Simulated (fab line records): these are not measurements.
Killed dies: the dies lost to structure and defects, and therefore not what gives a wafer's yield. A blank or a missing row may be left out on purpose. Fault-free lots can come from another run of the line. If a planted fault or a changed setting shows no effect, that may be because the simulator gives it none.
Which tool was responsible?	flow nand harc	7 lots with 21 wafers sampled at 4 steps, on a route of 1302 steps

== WHAT THE GAUGES READ, wafer by wafer ==
NHARC_THIN_TSV_CD_MEAS_33: target cd 5000 nm.
lot	measured	on	cd nm (nm)
L999	day 24 10:34	cd sem-03	4999.5 4998.8 4998.6
L101	day 25 06:17	cd sem-01	4994.9 4996.5 4996.0
L108	day 28 04:53	cd sem-03	5001.4 5000.9 5002.1
L113	day 30 01:37	cd sem-03	4997.9 5000.4 4998.6
L114	day 32 13:28	cd sem-01	4999.9 4998.5 4998.1
L118	day 32 19:32	cd sem-03	4999.6 4999.3 4999.5
L121	day 34 02:33	cd sem-02	4999.6 5002.6 5000.9

== EACH LOT AND THE TOOL THAT RAN IT (in order: tool; ch and the chambers of the sampled wafers; start) ==
lot	NHARC_A_ONON_D2_DEP_12	NHARC_THIN_TSV_STRIP_62	NHARC_THIN_TSV_PVD_19
L999	pecvd onon-04 ch 0, day 12 22:36	plasma asher-01 ch 0,1, day 24 07:23	pvd sputter-01, day 24 10:34 or earlier
L101	pecvd onon-01 ch 0, day 13 09:46	plasma asher-01 ch 0,1, day 25 03:00	pvd sputter-02, day 25 06:17 or earlier
L108	pecvd onon-04 ch 0, day 16 04:56	plasma asher-02 ch 0,1, day 28 01:43	pvd sputter-02, day 28 04:53 or earlier
L113	pecvd onon-04 ch 0, day 18 18:53	plasma asher-01 ch 0,1, day 29 22:28	pvd sputter-01, day 30 01:37 or earlier
L114	pecvd onon-04 ch 0, day 19 17:34	plasma asher-02 ch 0,1, day 32 10:08	pvd sputter-02, day 32 13:28 or earlier
L118	pecvd onon-03 ch 0, day 21 05:11	plasma asher-02 ch 0,1, day 32 16:13	pvd sputter-03, day 32 19:32 or earlier
L121	pecvd onon-01 ch 0, day 22 10:26	plasma asher-01 ch 0,1, day 33 23:14	pvd sputter-03, day 34 02:33 or earlier
- NHARC_A_ONON_D2_DEP_12: target thk 1000 nm.
- NHARC_THIN_TSV_STRIP_62: strips in N2/H2, time 20 s.
- NHARC_THIN_TSV_PVD_19: deposits TaN, target thk 20 nm.

== THE ANSWER, worked out from the rows above alone ==
Rule: the usual values come from the lots themselves. Put in order of their means at a reading, lots are off if they are a third of the lots or fewer, leave a main group of 4 or more, and stand apart from it by a gap of 3 or more times the standard deviation of the main group's means; of several such gaps the widest counts. A main group whose means are all the same, to the digits that the tables above print for the reading, isn't used. A lot without any number at a reading at which 4 lots or more have one is off too. The other lots that the step has rows for count as sound.
Nothing can be told from this: no lot is off at any reading shown.

== WHAT HAD BEEN PUT IN BY THE SIMULATOR ==
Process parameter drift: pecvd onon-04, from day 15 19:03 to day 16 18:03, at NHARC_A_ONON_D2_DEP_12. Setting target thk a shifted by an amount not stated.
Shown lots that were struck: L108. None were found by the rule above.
